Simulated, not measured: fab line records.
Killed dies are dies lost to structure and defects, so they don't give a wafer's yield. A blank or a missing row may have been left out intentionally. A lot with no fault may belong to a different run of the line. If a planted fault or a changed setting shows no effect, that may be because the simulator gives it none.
Split-lot trial    flow n5Finfet    on a route of 1938 steps: 7 lots, 21 wafers read

THE SPLIT
At N5_BEOL_M7_DESCUM_33 (chemistry O2, time 7 s), the setting timeS was moved away from the recipe's 7 s on 8 of the 21 wafers read, by -12.0% to +18.8%. The other wafers ran this setting at the recipe's value.

FROM SPLIT TO READING: 1 step shown by the file between the two
- N5_BEOL_M7_ETCH_72: etches underlayer in N2/H2, target depth 6.5 nm, time 5.2 s

THE READING
CAR-EUV_of_BEOL_M7_COAT_22.thkNm (the simulator's own value, which no gauge read), in nm, at N5_BEOL_M7_ETCH_65 (etches SiARC in CF4, target depth 15.6 nm, time 26 s). The file does not state a usual value for it. Average 11.2 nm, standard deviation 0.2 nm, over the 13 wafers here run with the recipe.

wafer   tool, chamber at the split  timeS as run, s  against the recipe  CAR-EUV_of_BEOL_M7_COAT_22.thkNm, nm  against lot-mates on the recipe
L076.2  rieDiel-01, 3,1             7.858            +12.3%              10.6                                  -0.4
L076.4  rieDiel-01, 0               7                recipe              11                                    -
L076.6  rieDiel-01, 3,1             7.858            +12.3%              10.8                                  -0.2
L082.1  rieDiel-06, 0,1             7                recipe              11                                    -
L082.2  rieDiel-06, 0,1             7                recipe              11                                    -
L082.4  rieDiel-06, 3               6.162            -12.0%              11.6                                  +0.6
L085.2  rieDiel-02, 1               8.149            +16.4%              10.4                                  -0.9
L085.3  rieDiel-02, 0               7                recipe              11.2                                  -
L085.5  rieDiel-02, 0               7                recipe              11.4                                  -
L090.1  rieDiel-01, 2               7.962            +13.7%              10.6                                  -0.8
L090.6  rieDiel-01, 2               7.962            +13.7%              10.6                                  -0.8
L090.2  rieDiel-01, 0               7                recipe              11.4                                  -
L091.1  rieDiel-02, 1,3,0           7                recipe              10.8                                  -
L091.4  rieDiel-02, 1,3,0           7                recipe              11.2                                  -
L091.5  rieDiel-02, 1,3,0           7                recipe              11.2                                  -
L096.3  rieDiel-06, 3,0             7                recipe              11.2                                  -
L096.5  rieDiel-06, 1               7                recipe              11.2                                  -
L096.6  rieDiel-06, 3,0             7                recipe              11.2                                  -
L095.4  rieDiel-06, 1,2             8.313            +18.8%              10.4                                  -1.2
L095.5  rieDiel-06, 1,2             8.313            +18.8%              10.6                                  -1.0
L095.6  rieDiel-06, 3               7                recipe              11.6                                  -
Rows listing several chambers each stand for several wafers; the file does not say which wafer went through which chamber.

FIT RESULTS
A straight line over all 21 wafers: CAR-EUV_of_BEOL_M7_COAT_22.thkNm changes by -0.0394 nm for each +1% of timeS; r = -0.89; the points scatter about the line by 0.18 nm.
The same after taking each lot's own level away (the mean of its wafers on the recipe; 21 wafers): -0.0521 nm for each +1%; r = -0.95; scatter 0.15 nm.
The reading moves by 0.98 nm for the largest change in timeS, on that fit.
Measured against the standard deviation above, the lots' own levels, which go from 11.00 to 11.60 nm, span 3.0 times it.
Thus the slope moves with the lot-to-lot level: the two fits are different.
Check: -0.911 nm against its lot-mates is what the line predicts for one of the wafers moved furthest among these (+18.8%) when that wafer is left out of the fit. Against them it came out at -1.2 nm.

THE OTHER SPLITS THESE WAFERS WENT THROUGH
Note: prior to the reading, these wafers also went through further splits. Each is held against what the fit with the lots' levels taken away leaves over:
other split on the same wafers     wafers away from the commonest value  r with CAR-EUV_of_BEOL_M7_COAT_22.thkNm (lot level and that fit taken away)
N5_BEOL_M5_EXPOSE_08 doseMj        6                                     -0.38
N5_BEOL_M5_TRENCH_ETCH_37 sourceW  10                                    -0.42
N5_BEOL_M5_ETCH_41 sourceW         6                                     +0.10
N5_BEOL_M6_ETCH_66 biasW           4                                     +0.09
N5_BEOL_M6_VIA_ETCH_34 timeS       7                                     -0.26
N5_BEOL_M7_COAT_71 spinRpm         7                                     +0.06

THE WHOLE CHAIN: every reading that the file lists as answering this split, in the file's order
step                  what it does                                                 reading                                                                            change (the file's fit)                 r (the file's)
N5_BEOL_M7_DESCUM_33  chemistry O2, time 7 s                                       CAR-EUV_of_BEOL_M7_COAT_22.thkNm (the simulator's own value, which no gauge read)  -0.0363 nm for each +1% of the setting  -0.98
N5_BEOL_M7_ETCH_72    etches underlayer in N2/H2, target depth 6.5 nm, time 5.2 s  CAR-EUV_of_BEOL_M7_COAT_22.thkNm (the simulator's own value, which no gauge read)  -0.0462 nm for each +1% of the setting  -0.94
N5_BEOL_M7_ETCH_65    etches SiARC in CF4, target depth 15.6 nm, time 26 s         CAR-EUV_of_BEOL_M7_COAT_22.thkNm (the simulator's own value, which no gauge read)  -0.0519 nm for each +1% of the setting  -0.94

THE FILE'S OWN FIT
CAR-EUV_of_BEOL_M7_COAT_22.thkNm changes by -0.0519 nm for each +1% of timeS, r = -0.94.
